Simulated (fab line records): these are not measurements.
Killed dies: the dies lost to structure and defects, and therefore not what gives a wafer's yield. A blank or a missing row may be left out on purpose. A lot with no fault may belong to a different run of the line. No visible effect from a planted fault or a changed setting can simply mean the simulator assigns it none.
Struck lot and sound lot, side by side :: flow nand_harc :: 39 steps out of a route of 1159
Sound: these wafers, L388.1, L388.4, L388.6. Struck: wafers L397.4, L397.5 (left out: L397.3, a lot-mate that was not struck); the cause follows at the end.
At each step with rows: each side's tool, then ch and its chambers, then its first start. Under that, the readings that differ: sound wafers :: struck wafers :: difference of the means :: sigmas: that difference in standard deviations of wafers without a fault.
alike: a reading whose means differ by less than 2 such deviations, as well as words and numbers matching on both sides. not compared: withheld readings; readings where some wafer has no value; bounds like >300 that might hide an equal value; numbers whose values overlap and for which the record gives no deviation.
Wherever a step has rows on one side only, a row that says differs or no value, or a row with sigmas, the two part there. When numbers do not overlap yet have no deviation, they are printed without sigmas and do not part them. Lack of a reading on every wafer of one side parts them only where that side has two or more wafers.

first, 7 steps without rows for these wafers: NHARC_A_STAIRCASE_EBR_285; NHARC_A_STAIRCASE_EXPOSE_286 (exposes mask CHOP 100); NHARC_A_STAIRCASE_PEB_287 (peb time 130 s); NHARC_A_STAIRCASE_DEVELOP_288 (time 140 s); NHARC_A_STAIRCASE_HARDBAKE_290 (time 140 s); NHARC_A_STAIRCASE_DESCUM_291 (chemistry O2, time 3 s); NHARC_A_STAIRCASE_ETCH_292 (etches the open film in CF4/CHF3).
NHARC_A_STAIRCASE_HM_OPEN_460: chemistry O2/COS.
  sound on rie_diel-11 ch 1,2,3; struck on rie_diel-12 ch 0,3
  alike: chamber_pressure_mTorr, drypump_motor_current_A, oes_product_au, rf_vpp_V, showerhead_plenum_p_Torr, throttle_valve_pct
  not compared: rf_hours_counter_h
then, 1 step without rows for these wafers: NHARC_A_STAIRCASE_STRIP_461 (strips in O2/COS).
NHARC_A_STAIRCASE_ETCH_452: etches the open film in CF4/O2, target depth 30 nm, overetch 3 nm, time 16.5 s.
  sound on rie_diel-11 ch 1,2; struck on rie_diel-12 ch 1,2
  alike: chamber_pressure_mTorr, drypump_motor_current_A, oes_product_au, rf_vpp_V, showerhead_plenum_p_Torr, throttle_valve_pct
  not compared: rf_hours_counter_h
then, 1 step without rows for these wafers: NHARC_A_STAIRCASE_ETCH_294 (etches the open film in C4F8/O2/Ar, target depth 4992 nm, time 1212.4 s).
NHARC_A_STAIRCASE_STRIP_295: strips in O2.
  sound on rie_diel-11 ch 0,1,2, day 12 01:44; struck on rie_diel-12 ch 2, day 13 23:26
  alike: chamber_pressure_mTorr, drypump_motor_current_A, oes_product_au, rf_vpp_V, showerhead_plenum_p_Torr, throttle_valve_pct
  not compared: rf_hours_counter_h
then, 15 steps without rows for these wafers: NHARC_A_STAIRCASE_STRIP_296 (strips in SPM, time 900 s); NHARC_A_STAIRCASE_PRECLEAN_297 (cleans in SC1); NHARC_A_STAIRCASE_SRD_298; NHARC_A_STAIRCASE_HM_DEP_462 (deposits aC, target thk 800 nm); NHARC_A_STAIRCASE_DEP_301 (deposits SiON, target thk 30 nm); NHARC_A_STAIRCASE_DEHYDRATE_302 (time 120 s); NHARC_A_STAIRCASE_HMDS_303 (time 30 s); NHARC_A_STAIRCASE_COAT_304; NHARC_A_STAIRCASE_SOFTBAKE_305 (time 170 s); NHARC_A_STAIRCASE_EBR_306; NHARC_A_STAIRCASE_EXPOSE_307 (exposes mask CHOP 50); NHARC_A_STAIRCASE_PEB_308 (peb time 130 s); NHARC_A_STAIRCASE_DEVELOP_309 (time 140 s); NHARC_A_STAIRCASE_HARDBAKE_311 (time 140 s); NHARC_A_STAIRCASE_DESCUM_312 (chemistry O2, time 3 s).
NHARC_A_STAIRCASE_ETCH_313: etches the open film in CF4/CHF3.
  sound on rie_diel-11 ch 1,2,3, day 12 05:49; struck on rie_diel-11 ch 1,2, day 14 03:08
  alike: chamber_pressure_mTorr, chf3_flow_sccm, drypump_motor_current_A, oes_product_au, rf_vpp_V, showerhead_plenum_p_Torr, throttle_valve_pct
  not compared: rf_hours_counter_h
then, 2 steps without rows for these wafers: NHARC_A_STAIRCASE_HM_OPEN_463 (chemistry O2/COS); NHARC_A_STAIRCASE_STRIP_464 (strips in O2/COS).
NHARC_A_STAIRCASE_ETCH_453: etches the open film in CF4/O2, target depth 30 nm, overetch 3 nm, time 16.5 s.
  sound on rie_diel-11 ch 0,1,3; struck on rie_diel-11 ch 0
  alike: chamber_pressure_mTorr, drypump_motor_current_A, oes_product_au, rf_vpp_V, showerhead_plenum_p_Torr, throttle_valve_pct
  not compared: rf_hours_counter_h
NHARC_A_STAIRCASE_ETCH_315: etches the open film in C4F8/O2/Ar, target depth 2500 nm, time 607.1 s.
  sound on rie_diel-11 ch 1,2; struck on rie_diel-11 ch 0,3
reading: rf_vpp_V (V)
sound: 1846 1843 1846
struck: 1813 1810
difference: -34
sigmas: -2
  alike: chamber_pressure_mTorr, oes_product_au
  not compared: rf_hours_counter_h
then, 6 steps without rows for these wafers: NHARC_A_STAIRCASE_STRIP_316 (strips in O2); NHARC_A_STAIRCASE_STRIP_317 (strips in SPM, time 900 s); NHARC_A_STAIRCASE_PRECLEAN_318 (cleans in SC1); NHARC_A_STAIRCASE_SRD_329; NHARC_A_STAIRCASE_ALD_415 (deposits SiO2, target thk 30 nm, pulse time 6 s, ald cycles 300); NHARC_A_STAIRCASE_ETCHBACK_416 (etches the open film in C4F8/O2/Ar, target depth 36 nm, time 7.2 s).
-- jump in the record: it breaks off in module A_STAIRCASE and resumes in module END (first step shown: number 1159 of the route), and 8 days separate the struck wafers' starts before and after --
NHARC_END_SORT_01:
  only the struck wafers appear in the record here, on prober-01 ch 0 at day 21 21:53; the sound ones have no rows

== WHERE THEY PART ==
First at NHARC_A_STAIRCASE_ETCH_315; last, within this record, at NHARC_END_SORT_01.

WHY: the cause the simulator had injected
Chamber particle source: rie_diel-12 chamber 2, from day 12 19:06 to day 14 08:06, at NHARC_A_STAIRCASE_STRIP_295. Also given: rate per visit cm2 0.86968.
